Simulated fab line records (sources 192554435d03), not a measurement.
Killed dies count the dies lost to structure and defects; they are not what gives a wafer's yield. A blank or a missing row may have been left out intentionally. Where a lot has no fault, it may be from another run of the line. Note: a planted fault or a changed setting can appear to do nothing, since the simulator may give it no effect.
Chamber matching | flow n5_finfet | rie_diel-06 running N5_GATE_CUT_STRIP_42: 4 sister chambers
The step strips in O2. 4 wafers are shown with their chamber, then 10 later ones without.

== WAFERS PAIRED WITH THEIR CHAMBERS ==
wafer  | chamber | drypump_motor_current_A (A)
L092.3 | 3       | 6.7
L092.6 | 0       | 5.5
L093.1 | 2       | 5.7
L093.2 | 1       | 5.3

== WAFERS WITH NO CHAMBER GIVEN ==
wafer  | drypump_motor_current_A (A)
L093.3 | 5.5
L093.4 | 6.8
L093.5 | 5.7
L093.6 | 5.3
L094.1 | 5.5
L094.2 | 5.4
L094.3 | 5.7
L096.1 | 6.7
L096.3 | 5.3
L096.5 | 6.8

== WHICH CHAMBER EACH ONE RAN IN ==
wafer  | from the rows above     | in truth
L093.3 | 0                       | 0
L093.4 | 3                       | 3
L093.5 | 2                       | 2
L093.6 | 1                       | 1
L094.1 | 0                       | 0
L094.2 | can't be placed: 0 or 1 | 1
L094.3 | 2                       | 2
L096.1 | 3                       | 3
L096.3 | 1                       | 1
L096.5 | 3                       | 3
Correct placement for 9 of the 10. Cannot be placed on the basis of these rows: 1; the candidates contain the true chamber in 1. 0 placed wrongly.
How it was worked out, from the rows above alone: a wafer's distance from a chamber is the root of the sum, over the readings, of the square of ((its reading less the chamber's mean) divided by the reading's scatter). The wafer belongs to the nearest chamber; if the next one is less than 2 further off, it can't be placed. The mean given for a chamber averages the wafers shown for that chamber. The scatter: root of mean squared gap, hidden wafer to nearest shown wafer, with one shown wafer a chamber.
